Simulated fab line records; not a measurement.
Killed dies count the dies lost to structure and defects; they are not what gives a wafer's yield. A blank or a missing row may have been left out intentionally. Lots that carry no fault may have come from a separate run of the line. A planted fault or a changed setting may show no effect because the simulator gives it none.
Chamber matching -- flow n5_finfet -- pecvd-02 running N5_BEOL_M1_PECVD_72: 3 sister chambers
The step deposits SiO2 from TEOS/O2, target thk 16 nm, time 18 s. 22 wafers are shown with their chamber, then 11 later ones without.

== WAFERS PAIRED WITH THEIR CHAMBERS ==
wafer,chamber,throttle_valve_pct (%),heater_power_w (W),heater_power_outer_w (W)
L074.2,0,20.6,691,417
L074.4,0,20.6,691,403
L074.5,1,21.0,652,306
L078.1,2,21.7,808,441
L078.3,1,21.2,667,350
L078.6,2,21.7,818,443
L081.1,0,20.4,683,404
L081.5,1,21.2,613,278
L081.6,2,21.8,810,434
L083.2,0,20.4,686,405
L083.3,1,21.3,727,365
L083.4,0,20.5,657,394
L084.1,0,20.5,632,372
L084.2,1,21.2,657,331
L084.3,2,21.8,803,430
L086.1,0,20.6,676,413
L086.3,1,21.2,723,366
L086.5,0,20.5,670,404
L087.3,1,21.0,674,332
L087.4,0,20.6,669,408
L087.5,0,20.7,674,412
L091.1,1,21.4,656,313

SIGNATURES, as means of the wafers listed above
reading,chamber 0,chamber 1,chamber 2,scatter within a chamber
throttle_valve_pct,20.540,21.188,21.750,0.108
heater_power_w,672.90,671.12,809.75,26.2
heater_power_outer_w,403.20,330.12,437.00,20.6
Rule: a wafer lies at a distance from a chamber equal to the root of the sum of squares, over the readings, of (its reading less the chamber's mean, divided by the reading's scatter). The wafer belongs to the nearest chamber; if the next one is less than 2 further off, it can't be placed. The scatter: the root of (the sum of the squares of (reading less its chamber's mean) over the shown wafers, divided by (wafers less chambers)).

== WAFERS MISSING THEIR CHAMBER ==
wafer,throttle_valve_pct (%),heater_power_w (W),heater_power_outer_w (W)
L091.3,19.0,813,444
L091.6,21.0,660,325
L096.1,20.9,689,353
L096.2,19.3,749,396
L096.6,19.1,749,404
L095.1,19.3,794,443
L095.2,21.2,658,335
L095.5,20.6,693,412
L097.1,20.7,659,393
L097.3,19.1,718,399
L097.5,20.7,649,384

== EACH ONE'S CHAMBER ==
wafer,from the rows above,in truth
L091.3,0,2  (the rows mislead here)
L091.6,1,1
L096.1,can't be placed: 1 or 0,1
L096.2,0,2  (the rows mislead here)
L096.6,0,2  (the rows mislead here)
L095.1,0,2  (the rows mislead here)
L095.2,1,1
L095.5,0,0
L097.1,0,0
L097.3,0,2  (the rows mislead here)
L097.5,0,0
Correctly placed: 5 of 11. These rows do not allow placing 1 (true chamber among the candidates in 1). Wrongly placed: 5.
